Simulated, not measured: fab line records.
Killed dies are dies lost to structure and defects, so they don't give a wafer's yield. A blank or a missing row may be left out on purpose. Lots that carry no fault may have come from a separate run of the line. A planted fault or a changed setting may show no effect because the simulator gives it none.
Split-lot trial -- flow n5_finfet -- on a route of 1938 steps: 7 lots, 21 wafers read

ABOUT THE SPLIT
At N5_BEOL_M5_HM_DEP_02 (deposits TiN, target thk 20 nm), the setting target_thk_a was moved away from the recipe's 200 angstrom on 7 of the 21 wafers read, by -11.9% to +5.5%. This setting was run at the recipe's value on the other wafers.

FROM THE SPLIT TO THE READING: what the file shows between them, 10 steps
- N5_BEOL_M5_COAT_60: time 60 s, resist thk 12 nm (also split here: spin_rpm)
- N5_BEOL_M5_COAT_71: time 60 s, resist thk 5 nm
- N5_BEOL_M5_COAT_05: resist thk 30 nm
- N5_BEOL_M5_DESCUM_16: chemistry O2, time 7 s
- N5_BEOL_M5_ETCH_72: etches underlayer in N2/H2, target depth 6.5 nm, time 5.2 s
- N5_BEOL_M5_ETCH_61: etches SiARC in CF4, target depth 15.6 nm, time 26 s
- N5_BEOL_M5_ETCH_62: etches SOC in N2/H2, target depth 75 nm, overetch 15 nm, time 112.5 s
- N5_BEOL_M5_STRIP_63: strips in N2/H2
- N5_BEOL_M5_STRIP_73: strips in N2/H2
- N5_BEOL_M5_STRIP_64: strips in CF4

THE READING
etch.depth_nm (the simulator's own value, which no gauge read), in nm, at N5_BEOL_M5_HM_OPEN_17 (chemistry Cl2/BCl3, target TiN, target depth 20 nm, overetch 6 nm). There is no usual value for it anywhere in the file. Average 20.09 nm, standard deviation 0.26 nm, over the 14 wafers here run with the recipe.

wafer,"tool, chamber at the split","target_thk_a as run, angstrom",against the recipe,"etch.depth_nm, nm",against lot-mates on the recipe
L076.1,"pvd_sputter-03, -",189.8,-5.1%,18.8,-0.98
L076.4,"pvd_sputter-03, -",189.8,-5.1%,18.87,-0.91
L076.6,"pvd_sputter-03, -",200,recipe,19.78,-
L079.2,"pvd_sputter-03, -",200,recipe,19.89,-
L079.3,"pvd_sputter-03, -",200,recipe,20.07,-
L079.6,"pvd_sputter-03, -",200,recipe,20.11,-
L081.3,"pvd_sputter-02, -",211.1,+5.5%,21.37,no lot-mate on the recipe
L081.4,"pvd_sputter-02, -",211.1,+5.5%,21.44,no lot-mate on the recipe
L081.5,"pvd_sputter-02, -",211.1,+5.5%,21.95,no lot-mate on the recipe
L083.1,"pvd_sputter-02, -",200,recipe,20.33,-
L083.3,"pvd_sputter-02, -",189.2,-5.4%,19.77,-0.64
L083.6,"pvd_sputter-02, -",200,recipe,20.49,-
L086.1,"pvd_sputter-02, -",200,recipe,20.13,-
L086.2,"pvd_sputter-02, -",200,recipe,19.76,-
L086.3,"pvd_sputter-02, -",200,recipe,19.53,-
L088.4,"pvd_sputter-03, -",200,recipe,20.07,-
L088.5,"pvd_sputter-03, -",200,recipe,20.24,-
L088.6,"pvd_sputter-03, -",200,recipe,20.23,-
L089.1,"pvd_sputter-02, -",200,recipe,20.45,-
L089.2,"pvd_sputter-02, -",200,recipe,20.16,-
L089.6,"pvd_sputter-02, -",176.2,-11.9%,18.09,-2.21

FIT RESULTS
A straight line over all 21 wafers: etch.depth_nm changes by +0.204 nm for each +1% of target_thk_a; r = +0.92; the points scatter about the line by 0.35 nm.
The same after taking each lot's own level away (the mean of its wafers on the recipe; 18 wafers): +0.178 nm for each +1%; r = +0.97; scatter 0.16 nm.
On that fit, the largest move of target_thk_a shifts the reading by 2.1 nm.
From 19.780 to 20.410 nm: that is the span of the lots' own levels, equal to 2.4 times the standard deviation above.
In other words, the slope is changed by the lot-to-lot level; the two fits disagree.
Check: for one of the wafers moved furthest among these (-11.9%), held out of the fit, the line's prediction against its lot-mates is -1.92 nm. It came out at -2.21 nm against them.

FURTHER SPLITS ON THESE WAFERS
Other splits were also applied to these wafers ahead of the reading. Each is held against what the fit with the lots' levels taken away leaves over:
other split on the same wafers,wafers away from the commonest value,r with etch.depth_nm (lot level and that fit taken away)
N5_BEOL_M4_ETCH_64 bias_w,2,-0.51
N5_BEOL_M4_COAT_67 spin_rpm,8,-0.38
N5_BEOL_M4_ALD_98 ald_cycles,4,-0.06
N5_BEOL_M4_ETCH_70 h2_flow_sccm,5,-0.37
N5_BEOL_M5_COAT_60 spin_rpm,3,-0.49

THE WHOLE CHAIN: every reading that the file lists as answering this split, in the file's order
step,what it does,reading,change (the file's fit),r (the file's)
N5_BEOL_M5_HM_DEP_02,"deposits TiN, target thk 20 nm","TiN_of_BEOL_M5_HM_DEP_02.thk_nm (the simulator's own value, which no gauge read)",+0.181 nm for each +1% of the setting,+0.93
N5_BEOL_M5_HM_OPEN_17,"chemistry Cl2/BCl3, target TiN, target depth 20 nm, overetch 6 nm","etch.depth_nm (the simulator's own value, which no gauge read)",+0.176 nm for each +1% of the setting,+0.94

THE FILE'S OWN FIT
etch.depth_nm changes by +0.176 nm for each +1% of target_thk_a, r = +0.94.
